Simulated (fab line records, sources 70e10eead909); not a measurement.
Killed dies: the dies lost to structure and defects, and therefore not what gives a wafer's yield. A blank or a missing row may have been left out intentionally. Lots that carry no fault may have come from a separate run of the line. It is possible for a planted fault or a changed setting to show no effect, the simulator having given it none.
Chamber matching :: flow nandHarc :: rieSi-04 running NHARC_A_CHANNEL_FILL_D2_ETCHBACK_19: 4 sister chambers
The step etches the open film in HBr/Cl2, target depth 5 nm, time 1.7 s. 4 wafers are shown with their chamber, then 7 later ones without.

## WAFERS WITH THEIR CHAMBER
wafer: L319.2
chamber: 3
drypumpMotorCurrentA (A): 6.5

wafer: L319.6
chamber: 1
drypumpMotorCurrentA (A): 5.1

wafer: L324.1
chamber: 0
drypumpMotorCurrentA (A): 5.2

wafer: L324.3
chamber: 2
drypumpMotorCurrentA (A): 5.2

## WAFERS WITH NO CHAMBER GIVEN
wafer: L324.5
drypumpMotorCurrentA (A): 5.1

wafer: L325.1
drypumpMotorCurrentA (A): 5.3

wafer: L325.3
drypumpMotorCurrentA (A): 5.2

wafer: L325.6
drypumpMotorCurrentA (A): 5.2

wafer: L331.2
drypumpMotorCurrentA (A): 5.1

wafer: L331.4
drypumpMotorCurrentA (A): 5.3

wafer: L331.5
drypumpMotorCurrentA (A): 5.2

## THE CHAMBER EACH PASSED THROUGH
wafer: L324.5
from the rows above: can't be placed: 1 or 0 or 2
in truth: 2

wafer: L325.1
from the rows above: can't be placed: 0 or 2 or 1
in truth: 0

wafer: L325.3
from the rows above: can't be placed: 0 or 2 or 1
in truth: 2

wafer: L325.6
from the rows above: can't be placed: 0 or 2 or 1
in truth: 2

wafer: L331.2
from the rows above: can't be placed: 1 or 0 or 2
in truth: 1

wafer: L331.4
from the rows above: can't be placed: 0 or 2 or 1
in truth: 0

wafer: L331.5
from the rows above: can't be placed: 0 or 2 or 1
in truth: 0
Correct placement for 0 of the 7. Not placeable from these rows: 7 (in 7, the candidates include the true chamber). 0 placed wrongly.
How it was worked out, from the rows above alone: a wafer's distance from a chamber is the root of the sum, over the readings, of the square of ((its reading less the chamber's mean) divided by the reading's scatter). If the next closest chamber is less than 2 further off than the closest, the wafer can't be placed; otherwise it belongs to the closest. The mean given for a chamber averages the wafers shown for that chamber. The scatter: with one shown wafer a chamber, the root of the mean of the squares of how far each hidden wafer lies from its nearest shown one.
